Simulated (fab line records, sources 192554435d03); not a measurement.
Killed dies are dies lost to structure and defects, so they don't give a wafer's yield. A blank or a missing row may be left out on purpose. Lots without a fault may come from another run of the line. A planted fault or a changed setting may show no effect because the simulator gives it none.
One fault seen from 2 desks | flow n5_finfet | each desk has only its own numbers; what lay behind them comes last

THE TOOL OWNER'S DESK: implanter-02
The tool's own readings at N5_WELL_APT_IMPLANT_32: means of the sampled wafers that have a number, for each lot that ran on this tool. A lot is out of limits, marked OUT, if its mean lies more than 4 standard deviations from the usual mean; the brackets give that distance.
Columns: A = beam_energy_keV at N5_WELL_APT_IMPLANT_32, usual 50.002
lot  | first seen here | A
L781 | day 1 21:40     | 50.006
L785 | day 2 21:38     | 50.004
L787 | day 3 09:27     | 49.995
L798 | day 6 03:44     | 60.255 (+99 or more) OUT
L800 | day 6 15:56     | 60.259 (+99 or more) OUT
This desk's finding: out of limits on L798, L800; first on L798, day 6 03:44 (beam_energy_keV at N5_WELL_APT_IMPLANT_32). In limits: L781, L785, L787.

THE METROLOGY DESK
What the gauges read, lot by lot, whatever tool the lot ran on: means of the sampled wafers that have a number. A lot is out of limits, marked OUT, if its mean lies more than 4 standard deviations from the usual mean; the brackets give that distance. Of its 12 readings 7 are shown: the one that was out of limits first, and those that lie furthest out on some lot.
Columns: A = CJ_N at N5_BEOL_M4_RC_MEAS_101, usual 4.35; B = DIBL_N at N5_BEOL_M4_RC_MEAS_101, usual 36.1 mV/V; C = DIBL_P at N5_BEOL_M4_RC_MEAS_101, usual 36.1 mV/V; D = IOFF_N at N5_BEOL_M4_RC_MEAS_101, usual 0.154 nA/um; E = IOFF_P at N5_BEOL_M4_RC_MEAS_101, usual 0.201 nA/um; F = ION_N at N5_BEOL_M4_RC_MEAS_101, usual 675 uA/um; G = RS_PWELL at N5_BEOL_M4_RC_MEAS_101, usual 3009 ohm/sq
lot  | first seen here | A               | B    | C    | D     | E     | F   | G
L781 | day 8 02:04     | 4.43            | 33.8 | 33.7 | 0.130 | 0.169 | 665 | 3045
L785 | day 9 01:45     | 4.36            | 35.3 | 34.9 | 0.135 | 0.204 | 664 | 3014
L787 | day 9 20:53     | 4.47            | 35.6 | 34.1 | 0.148 | 0.192 | 675 | 3039
L788 | day 10 11:20    | 4.35            | 35.9 | 36.0 | 0.137 | 0.198 | 672 | 3004
L793 | day 11 16:36    | 4.32            | 33.3 | 32.9 | 0.124 | 0.167 | 671 | 2994
L798 | day 12 20:43    | 3.68 (-8.3) OUT | 36.2 | 36.3 | 0.140 | 0.178 | 666 | 2847 (-6.2) OUT
L800 | day 13 05:14    | 3.64 (-8.9) OUT | 38.1 | 37.5 | 0.189 | 0.215 | 690 | 2850 (-6.1) OUT
L801 | day 13 05:51    | 4.35            | 36.8 | 37.2 | 0.176 | 0.204 | 682 | 3042
L803 | day 14 10:37    | 4.31            | 35.3 | 36.0 | 0.135 | 0.164 | 674 | 2994
This desk's finding: out of limits on L798, L800; first on L798, day 12 20:43 (CJ_N at N5_BEOL_M4_RC_MEAS_101). In limits: L781, L785, L787, L788, L793, L801, L803.

PUT TOGETHER
The tool owner's desk could have raised an alarm at day 6 03:44, on L798, L800.
The metrology desk could have raised an alarm at day 12 20:43, on L798, L800.
Of the lots named, all ran N5_WELL_APT_IMPLANT_32 on implanter-02.

WHAT THE SIMULATOR HAD PUT IN
Process parameter drift: implanter-02, from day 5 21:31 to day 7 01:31, at N5_WELL_APT_IMPLANT_32. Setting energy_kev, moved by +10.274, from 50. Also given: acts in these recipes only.
Lots struck among those shown: L798, L800.
Hours from the fault's start to each desk's first reading out of limits: the tool owner's desk, 6; the metrology desk, 167.
